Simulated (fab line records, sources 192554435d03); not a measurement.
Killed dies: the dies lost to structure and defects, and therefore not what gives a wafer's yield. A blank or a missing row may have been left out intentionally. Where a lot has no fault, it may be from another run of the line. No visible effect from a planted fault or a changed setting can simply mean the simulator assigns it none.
Which tool is to blame? ; flow n5_finfet ; 10 lots, 30 wafers sampled, at 1 step of a route of 1938

## WHAT THE GAUGES READ, wafer by wafer
N5_STI_FIN_REVEAL_INSPECT_13: inspects for defects (darkfield).
lot;measured;on;raw_defect_count
L075;day 2 20:43;defect_inspect-01;9 12 5
L079;day 3 19:05;defect_inspect-01;4 17 10
L081;day 4 08:56;defect_inspect-02;15 5 20
L083;day 4 19:05;defect_inspect-02;10 8 5
L085;day 5 08:13;defect_inspect-02;6 10 7
L088;day 6 02:28;defect_inspect-02;14 8 11
L090;day 6 12:43;defect_inspect-01;15 19 12
L092;day 7 01:20;defect_inspect-01;14 10 14
L094;day 7 14:05;defect_inspect-02;14 16 10
L097;day 8 07:17;defect_inspect-02;13 3 10

## WHAT TOOL EACH LOT RAN ON (gives the tool, then ch and the chambers of the sampled wafers, and finally the start)
Before these readings, the record contains no process step.

## THE ANSWER, worked out from the rows above alone
Rule: usual is defined by the lots themselves. Put in order of their means at a reading, lots are off if they are a third of the lots or fewer, leave a main group of 4 or more, and stand apart from it by a gap of 3 or more times the standard deviation of the main group's means; of several such gaps the widest counts. A main group is skipped when, at the precision printed for the reading in the tables above, its means are all equal. A lot without any number at a reading at which 4 lots or more have one is off too. The other lots that the step has rows for count as sound.
No lot is off at any reading shown: from this, nothing can be told.

## WHAT THE SIMULATOR HAD PUT IN
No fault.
